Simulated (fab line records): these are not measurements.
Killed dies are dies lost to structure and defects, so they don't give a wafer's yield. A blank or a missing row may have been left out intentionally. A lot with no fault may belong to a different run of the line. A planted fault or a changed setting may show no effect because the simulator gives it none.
fab line records ; flow nandHarc
[record] lots = 14; wafers = 40; lastDay = 33
route steps=1302 shown A_ZERO_WELL@405 A_ONON_D1@436 A_CHANNEL_HOLE_D1@450
lots that met no fault: from a run of the same line without faults
startH: the number of hours between the record's first day and the start of the first shown wafer of the lot ; waitH: how many hours have passed since the lot's step before this one ; " same as the row above ; L1.1+2: a row that stands for several wafers ; - value missing, or start not given ; * or withheld: withheld ; < > ~ a bound
route shown NAME@n: NAME is a module with steps in the file, n the number in the route of the first one ; usual: mean and standard deviation over wafers with no fault ; same: alike in all rows ; chamber/n: place in a boat ; sites: per-site readings ; _std_site: the values' standard deviation ; _edge_site: inner sites' mean taken away from outer sites' mean ; radiusMm: for every site, how far away it sits from the centre of the wafer ; mask NAME#n: copy n ; behind: the tool/chamber that last shaped the wafer ; hold: cause of the lot's hold/its duration in hours/its outcome ; device: names the non-switching transistor (n, p or np) ; end of line: at the end of the route, the tests of the same wafers ; a step with no rows: only its recipe ; killed: dies lost to structure and defects at the first sort, not the wafer's yield ; map: the dies of a wafer, with x for killed, . for not killed, _ for no die there
set.NAME: the setting the step ran with; set.NAME@STEP: the setting that earlier step ran with ; model.NAME: the simulator's own value behind a step, which no gauge read
route steps across a sampled set of lots; one table per step, one row per wafer
services: from which hour (startH, from the record's first day; less than 0 if before it) a tool's chamber was out of use, for how many hours, and why
[[steps]]
[step NHARC_A_ZERO_WELL_ETCH_13]
[recipe] targetDepthA = 1200; timeS = 40.1; hbrFlowSccm = 150; cl2FlowSccm = 50; rfW = 400; icpW = 400; biasW = 100; chemistry = HBr/Cl2
[usual] biasW = 100.0/0.32; drypumpMotorCurrentA = 5.7/0.51; oesProductAu = 0.998/0.008; throttleValvePct = 26.406/0.0086
lot.wafer;tool;chamber;startH;waitH;biasW;drypumpMotorCurrentA;oesProductAu;rfHoursCounterH;throttleValvePct
L518.4;rieSi-04;3;135.12;-;100.0;5.7;0.992;1.0;26.412
L518.1;rieSi-04;1;135.12;-;100.4;5.1;0.996;1.0;26.402
L518.3;rieSi-04;2;135.12;-;100.4;5.0;1.000;0.9;26.401
L519.3;rieSi-06;1;150.55;-;100.3;6.1;0.998;0.3;26.407
L519.4;rieSi-06;2;150.55;-;100.4;5.4;0.989;0.3;26.400
L519.6;rieSi-06;0;150.55;-;99.9;4.8;0.997;-;26.402
L520.1;rieSi-01;2;165.95;-;99.9;6.5;0.984;0.8;26.391
L520.2;rieSi-01;3;165.95;-;99.3;5.1;0.992;0.9;26.393
L520.3;rieSi-01;0;165.95;-;100.3;6.2;0.997;0.9;26.414
L522.3;rieSi-04;3;190.89;-;99.8;5.7;1.002;0.1;26.401
L522.2;rieSi-04;0;190.89;-;100.0;5.9;0.987;0.1;26.407
L522.6;rieSi-04;1;190.89;-;99.9;5.1;1.008;-;26.398
L523.3;rieSi-06;1;191.98;-;99.5;6.1;1.003;0.5;26.401
L523.2;rieSi-06;0;191.98;-;99.9;4.8;1.003;0.6;26.394
L523.5;rieSi-06;1;191.98;-;99.9;6.1;0.992;-;26.402
L524.1;rieSi-06;2;200.74;-;100.2;5.5;0.991;0.6;26.407
L524.3;rieSi-06;0;200.74;-;100.2;4.8;1.007;0.6;26.398
L524.6;rieSi-06;1;200.74;-;100.3;6.1;0.998;-;26.414
L527.2;rieSi-06;2;225.74;-;99.8;5.5;0.993;0.8;26.403
L527.4;rieSi-06;3;225.74;-;99.6;6.1;0.999;0.8;26.390
L527.5;rieSi-06;0;225.74;-;99.7;4.8;1.002;-;26.403
L529.2;rieSi-01;0;251.26;-;100.0;6.2;0.984;0.3;26.416
L529.3;rieSi-01;2;251.26;-;100.0;6.5;0.996;0.3;26.410
L529.4;rieSi-01;0;251.26;-;99.8;6.2;0.993;-;26.396
L531.3;rieSi-04;2;292.69;-;100.1;5.0;1.010;0.8;26.410
L531.1;rieSi-04;3;292.69;-;99.8;5.7;0.998;0.8;26.389
L531.2;rieSi-04;0;292.69;-;99.9;5.9;0.984;0.8;26.407
L535.3;rieSi-06;2;311.38;-;99.6;5.5;0.994;0.3;26.419
L537.2;rieSi-01;2;336.32;-;100.1;6.5;0.982;0.8;26.393
L537.1;rieSi-01;0;336.32;-;100.0;6.2;0.985;0.8;26.406
L537.3;rieSi-01;1;336.32;-;100.3;5.8;0.988;0.8;26.400
L538.1;rieSi-01;3;348.05;-;99.1;5.1;0.985;0.7;26.416
L538.3;rieSi-01;0;348.05;-;99.8;6.2;0.998;0.9;26.413
L538.2;rieSi-01;1;348.05;-;100.0;5.8;1.003;0.9;26.405
L540.4;rieSi-04;0;355.38;-;99.9;5.9;0.994;0.0;26.405
L540.2;rieSi-04;1;355.38;-;99.7;5.1;1.006;0.0;26.422
L540.5;rieSi-04;3;355.38;-;99.7;5.7;0.994;-;26.388
L541.1;rieSi-06;2;366.88;-;99.8;5.4;0.988;0.8;26.406
L541.6;rieSi-06;2;366.88;-;99.7;5.4;0.992;-;26.397
L541.5;rieSi-06;3;366.88;-;99.9;6.1;0.999;-;26.417
[step NHARC_A_ZERO_WELL_RTA_16]
[recipe] tempC = 1000; timeS = 10
[usual] annealTempCMax = 1007.4/1.6; lampPowerPct = 29.1/0.41; lamp_zone_1_pct = 29.1/0.41; wafer_temp_C_max = 1005.1/1.8
lot.wafer;tool;chamber;startH;waitH;annealTempCMax;lampPowerPct;lamp_zone_1_pct;wafer_temp_C_max
L518.1;rtpAnneal-02;0;136.02;-;1007.4;28.8;28.8;1004.5
L518.3;rtpAnneal-02;0;136.02;-;1010.7;28.9;28.8;1004.5
L518.4;rtpAnneal-02;0;136.02;-;1009.1;28.8;28.8;1004.1
L519.3;rtpAnneal-01;0;162.13;-;1005.8;29.6;29.6;1008.7
L519.4;rtpAnneal-01;0;162.13;-;1006.5;29.7;29.6;1006.5
L519.6;rtpAnneal-01;0;162.13;-;1007.5;29.6;29.7;1006.6
L520.1;rtpAnneal-01;0;166.88;-;1004.8;29.6;29.6;1006.9
L520.2;rtpAnneal-01;0;166.88;-;1006.4;29.6;29.6;1008.8
L520.3;rtpAnneal-01;0;166.88;-;1005.8;29.6;29.6;1005.8
L522.2;rtpAnneal-01;0;191.80;-;1006.2;29.6;29.6;1007.2
L522.3;rtpAnneal-01;0;191.80;-;1006.5;29.6;29.6;1006.3
L522.6;rtpAnneal-01;0;191.80;-;1006.4;29.6;29.6;1007.6
L523.2;rtpAnneal-01;0;192.91;-;1006.4;29.6;29.6;1004.9
L523.3;rtpAnneal-01;0;192.91;-;1006.6;29.6;29.6;1006.7
L523.5;rtpAnneal-01;0;192.91;-;1006.9;29.6;29.6;1007.5
L524.1;rtpAnneal-02;0;201.63;-;1007.4;28.7;28.7;1003.7
L524.3;rtpAnneal-02;0;201.63;-;1005.6;28.8;28.8;1003.1
L524.6;rtpAnneal-02;0;201.63;-;1005.6;28.8;28.8;1005.0
L527.2;rtpAnneal-02;0;226.67;-;1007.8;28.8;28.8;1003.2
L527.4;rtpAnneal-02;0;226.67;-;1010.5;28.8;28.8;1004.2
L527.5;rtpAnneal-02;0;226.67;-;1009.3;28.8;28.8;1003.6
L529.2;rtpAnneal-02;0;252.22;-;1009.8;28.9;28.8;1004.0
L529.3;rtpAnneal-02;0;252.22;-;1006.9;28.8;28.9;1004.5
L529.4;rtpAnneal-02;0;252.22;-;1008.0;28.8;28.8;1003.1
L531.1;rtpAnneal-01;0;293.58;-;1005.3;29.6;29.6;1007.0
L531.2;rtpAnneal-01;0;293.58;-;1008.6;29.6;29.6;1011.0
L531.3;rtpAnneal-01;0;293.58;-;1007.6;29.6;29.6;1007.6
L535.3;rtpAnneal-01;0;312.39;-;1008.4;29.6;29.6;1006.2
L537.1;rtpAnneal-01;0;337.22;-;1006.1;29.6;29.6;1005.6
L537.2;rtpAnneal-01;0;337.22;-;1004.9;29.7;29.7;1006.3
L537.3;rtpAnneal-01;0;337.22;-;1006.0;29.6;29.7;1006.8
L538.1;rtpAnneal-01;0;348.99;0.1;1004.9;29.6;29.6;1007.9
L538.2;rtpAnneal-01;0;348.99;0.1;1006.4;29.6;29.6;1006.3
L538.3;rtpAnneal-01;0;348.99;0.1;1006.5;29.6;29.6;1005.9
L540.2;rtpAnneal-02;0;356.33;0.1;1009.2;28.8;28.8;1003.3
L540.4;rtpAnneal-02;0;356.33;0.1;1009.5;28.8;28.8;1005.4
L540.5;rtpAnneal-02;0;356.33;0.1;1007.9;28.8;28.8;1004.5
L541.1;rtpAnneal-02;0;367.78;-;1007.8;28.8;28.8;1003.3
L541.5;rtpAnneal-02;0;367.78;-;1011.1;28.9;28.8;1003.0
L541.6;rtpAnneal-02;0;367.78;-;1009.5;28.9;28.8;1003.7
[step NHARC_A_ONON_D1_DEP_16]
[recipe] targetThkA = 10000; n2FlowSccm = 2750; n2oFlowSccm = 2000; nh3FlowSccm = 500; sih4FlowSccm = 210; tempC = 400
[usual] n2oFlowSccm = 1999/6.7; nh3FlowSccm = 499.9/1.7; sih4FlowSccm = 210.0/0.7
lot.wafer;tool;chamber;startH;waitH;n2oFlowSccm;nh3FlowSccm;sih4FlowSccm
L518.1;pecvdOnon-02;0;171.16;0.1;2002;499.7;208.8
L518.3;pecvdOnon-02;0;171.16;0.1;2004;497.8;209.0
L518.4;pecvdOnon-02;0;171.16;0.1;2007;497.8;208.6
L519.3;pecvdOnon-03;0;193.35;0.2;1992;500.3;209.3
L519.4;pecvdOnon-03;0;193.35;0.2;1992;500.1;209.7
L519.6;pecvdOnon-03;0;193.35;0.2;2000;502.1;208.4
L520.1;pecvdOnon-03;0;193.58;0.4;1996;501.1;209.4
L520.2;pecvdOnon-03;0;193.58;0.4;1989;499.9;210.0
L520.3;pecvdOnon-03;0;193.58;0.4;1986;499.9;209.9
L522.2;pecvdOnon-03;0;221.67;0.1;1994;498.3;209.4
L522.3;pecvdOnon-03;0;221.67;0.1;1999;498.8;210.3
L522.6;pecvdOnon-03;0;221.67;0.1;1996;500.4;209.8
L523.2;pecvdOnon-02;0;221.68;0.1;1996;500.2;210.3
L523.3;pecvdOnon-02;0;221.68;0.1;2006;500.1;209.3
L523.5;pecvdOnon-02;0;221.68;0.1;1996;499.1;208.9
L524.1;pecvdOnon-02;0;235.32;0.1;2003;500.6;211.0
L524.3;pecvdOnon-02;0;235.32;0.1;1993;501.6;211.6
L524.6;pecvdOnon-02;0;235.32;0.1;1998;500.4;210.7
L527.2;pecvdOnon-02;0;256.75;0.1;1993;502.0;209.1
L527.4;pecvdOnon-02;0;256.75;0.1;1996;503.0;208.9
L527.5;pecvdOnon-02;0;256.75;0.1;2001;500.9;210.2
L529.2;pecvdOnon-03;0;279.31;0.1;2023;497.6;210.0
L529.3;pecvdOnon-03;0;279.31;0.1;2010;499.8;208.8
L529.4;pecvdOnon-03;0;279.31;0.1;2007;499.2;210.0
L531.1;pecvdOnon-02;0;327.88;0.1;1992;501.3;210.0
L531.2;pecvdOnon-02;0;327.88;0.1;1995;501.5;210.6
L531.3;pecvdOnon-02;0;327.88;0.1;1993;500.0;210.0
L535.3;pecvdOnon-02;0;342.60;0.2;2001;500.7;210.0
L537.1;pecvdOnon-03;0;370.11;0.1;1998;497.6;209.4
L537.2;pecvdOnon-03;0;370.11;0.1;1990;498.5;209.3
L537.3;pecvdOnon-03;0;370.11;0.1;1998;498.3;209.1
L538.1;pecvdOnon-01;0;378.86;0.1;1991;500.1;211.1
L538.2;pecvdOnon-01;0;378.86;0.1;2000;501.7;210.3
L538.3;pecvdOnon-01;0;378.86;0.1;1998;500.5;210.0
L540.2;pecvdOnon-03;0;391.86;0.1;1996;502.5;209.2
L540.4;pecvdOnon-03;0;391.86;0.1;1998;501.6;210.4
L540.5;pecvdOnon-03;0;391.86;0.1;1999;501.0;209.7
L541.1;pecvdOnon-02;0;402.39;0.1;1994;498.3;209.9
L541.5;pecvdOnon-02;0;402.39;0.1;1984;498.9;209.6
L541.6;pecvdOnon-02;0;402.39;0.1;1991;501.1;209.2
[step NHARC_A_ONON_D1_THK_MEAS_18]
[recipe] thkMeasGauge = ellipsometry
[usual] thkNm = 1000/10
lot.wafer;tool;chamber;startH;waitH;hold;thkNm
L518.1;filmMetro-01;-;171.67;-;-;1004
L518.3;filmMetro-01;-;171.67;-;-;1005
L518.4;filmMetro-01;-;171.67;-;-;1006
L519.3;filmMetro-02;-;193.75;-;-;993
L519.4;filmMetro-02;-;193.75;-;-;993
L519.6;filmMetro-02;-;193.75;-;-;993
L520.1;filmMetro-02;-;194.09;-;-;995
L520.2;filmMetro-02;-;194.09;-;-;995
L520.3;filmMetro-02;-;194.09;-;-;994
L522.2;filmMetro-01;-;222.13;-;-;994
L522.3;filmMetro-01;-;222.13;-;-;995
L522.6;filmMetro-01;-;222.13;-;-;994
L523.2;filmMetro-02;-;222.14;-;-;989
L523.3;filmMetro-02;-;222.14;-;-;990
L523.5;filmMetro-02;-;222.14;-;-;991
L524.1;filmMetro-01;-;235.83;-;-;1002
L524.3;filmMetro-01;-;235.83;-;-;1002
L524.6;filmMetro-01;-;235.83;-;-;1001
L527.2;filmMetro-02;-;257.20;-;-;1007
L527.4;filmMetro-02;-;257.20;-;-;1007
L527.5;filmMetro-02;-;257.20;-;-;1006
L529.2;filmMetro-01;-;279.76;-;-;1007
L529.3;filmMetro-01;-;279.76;-;-;1005
L529.4;filmMetro-01;-;279.76;-;-;1007
L531.1;filmMetro-01;-;328.39;-;awaitDispo/0.2h/release;413
L531.2;filmMetro-01;-;328.39;-;awaitDispo/0.2h/release;1022
L531.3;filmMetro-01;-;328.39;-;awaitDispo/0.2h/release;411
L531.1;filmMetro-01;-;328.56;0.2;-;412
L531.2;filmMetro-01;-;328.56;0.2;-;1024
L531.3;filmMetro-01;-;328.56;0.2;-;413
L535.3;filmMetro-02;-;343.00;-;awaitDispo/0.2h/release;384
L535.3;filmMetro-02;-;343.17;0.2;-;385
L537.1;filmMetro-01;-;370.62;-;-;996
L537.2;filmMetro-01;-;370.62;-;-;998
L537.3;filmMetro-01;-;370.62;-;-;996
L538.1;filmMetro-01;-;379.37;-;-;995
L538.2;filmMetro-01;-;379.37;-;-;996
L538.3;filmMetro-01;-;379.37;-;-;995
L540.2;filmMetro-02;-;392.34;-;-;997
L540.4;filmMetro-02;-;392.34;-;-;998
L540.5;filmMetro-02;-;392.34;-;-;995
L541.1;filmMetro-01;-;402.91;-;-;1012
L541.5;filmMetro-01;-;402.91;-;-;1009
L541.6;filmMetro-01;-;402.91;-;-;1011
[step NHARC_A_CHANNEL_HOLE_D1_DEP_00]
[recipe] targetThkA = 31000; tempC = 400; material = aC
[usual] throttleValvePct = 34.999/0.009
lot.wafer;tool;chamber;startH;waitH;throttleValvePct
L518.1;aclDep-03;0;177.17;2.7;35.007
L518.3;aclDep-03;0;177.17;2.7;35.007
L518.4;aclDep-03;0;177.17;2.7;35.014
L519.3;aclDep-01;0;202.19;5.4;35.002
L519.4;aclDep-01;0;202.19;5.4;35.001
L519.6;aclDep-01;0;202.19;5.4;35.003
L520.1;aclDep-01;0;203.44;6.3;34.995
L520.2;aclDep-01;0;203.44;6.3;35.003
L520.3;aclDep-01;0;203.44;6.3;35.002
L522.2;aclDep-01;0;225.34;0.4;34.988
L522.3;aclDep-01;0;225.34;0.4;34.997
L522.6;aclDep-01;0;225.34;0.4;34.999
L523.2;aclDep-03;0;225.36;0.4;35.013
L523.3;aclDep-03;0;225.36;0.4;35.004
L523.5;aclDep-03;0;225.36;0.4;35.005
L524.1;aclDep-02;0;238.71;0.1;34.996
L524.3;aclDep-02;0;238.71;0.1;34.999
L524.6;aclDep-02;0;238.71;0.1;34.991
L527.2;aclDep-03;0;266.54;6.4;35.009
L527.4;aclDep-03;0;266.54;6.4;35.004
L527.5;aclDep-03;0;266.54;6.4;35.000
L529.2;aclDep-01;0;287.47;4.9;35.015
L529.3;aclDep-01;0;287.47;4.9;34.983
L529.4;aclDep-01;0;287.47;4.9;34.997
L531.2;aclDep-01;0;339.50;1.4;34.990
L537.1;aclDep-02;0;373.50;0.1;34.998
L537.2;aclDep-02;0;373.50;0.1;34.985
L537.3;aclDep-02;0;373.50;0.1;35.004
L538.1;aclDep-02;0;383.45;1.3;34.983
L538.2;aclDep-02;0;383.45;1.3;34.997
L538.3;aclDep-02;0;383.45;1.3;34.989
L540.2;aclDep-03;0;395.59;0.4;35.000
L540.4;aclDep-03;0;395.59;0.4;35.004
L540.5;aclDep-03;0;395.59;0.4;35.004
L541.1;aclDep-01;0;407.20;1.5;34.994
L541.5;aclDep-01;0;408.47;2.7;34.999
L541.6;aclDep-01;0;408.47;2.7;34.993
[[services]]
tool;chamber;startH;hours;kind
aclDep-03;-;119.42;13.0;pm
rieSi-01;3;146.00;11.6;repair
rieSi-04;-;165.00;9.0;pm
pecvdOnon-02;-;185.00;13.0;pm
aclDep-01;-;188.57;13.0;pm
rieSi-04;3;191.95;5.5;repair
rieSi-01;-;193.00;9.0;pm
rieSi-04;-;211.45;0.5;repair
rieSi-01;0;215.30;7.6;repair
pecvdOnon-03;-;227.06;13.0;pm
rieSi-01;3;248.16;14.9;repair
rieSi-06;2;248.68;1.7;repair
rieSi-06;-;259.05;9.0;pm
aclDep-03;-;269.77;10.0;repair
rieSi-04;0;279.06;1.5;repair
aclDep-03;-;302.41;13.0;pm
rieSi-06;-;316.66;1.0;repair
rtpAnneal-01;-;318.84;2.7;repair
rieSi-01;-;324.12;0.2;repair
rieSi-04;-;342.00;9.0;pm
pecvdOnon-02;-;366.00;13.0;pm
aclDep-01;-;369.57;13.0;pm
rtpAnneal-01;-;372.00;12.0;pm
pecvdOnon-03;-;408.06;13.0;pm
[[key]]
[firstSign] step = NHARC_A_ONON_D1_THK_MEAS_18; reading = visit; direction = added
[effect] step = NHARC_A_ONON_D1_THK_MEAS_18; reading = thkNm; direction = down; sigmas = 57; usual = 1000; struck = 403
metAt NHARC_A_ONON_D1_DEP_16
struckLots L531,L535
struckWafers L531.1,L531.3,L535.3
laterRowsLeftOut L531.1,L531.3,L535.3
sortLeftOut L531.1,L531.3,L535.3
testerLeftOut L531,L535
notActingAt NHARC_A_ZERO_WELL_ETCH_13,NHARC_A_ZERO_WELL_RTA_16,NHARC_A_CHANNEL_HOLE_D1_DEP_00
onsetBetween 256.75 327.88
[fault] kind = processParameterDrift; tool = pecvdOnon-02; chamber = -; onsetH = 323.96; steps = NHARC_A_ONON_D1_DEP_16; channel = targetThkA; offset = *; shape = step; endH = 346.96; scope = struckWafersOnly; actsIn = *; stated = *
// testerLeftOut: of these lots the tester's yield and bins aren't shown, on N5 and GAA mostly nor the transistor test; their killed dies are dies lost to structure and defects alone, not to doping, threshold or leakage, so they don't give the yield
// sortLeftOut: the simulated sort isn't trusted on such a fault, so these wafers' sort isn't shown, and their yield isn't known
// laterRowsLeftOut: the simulator's readings of these wafers behind a module that went badly wrong aren't trusted and aren't shown, but for the sort
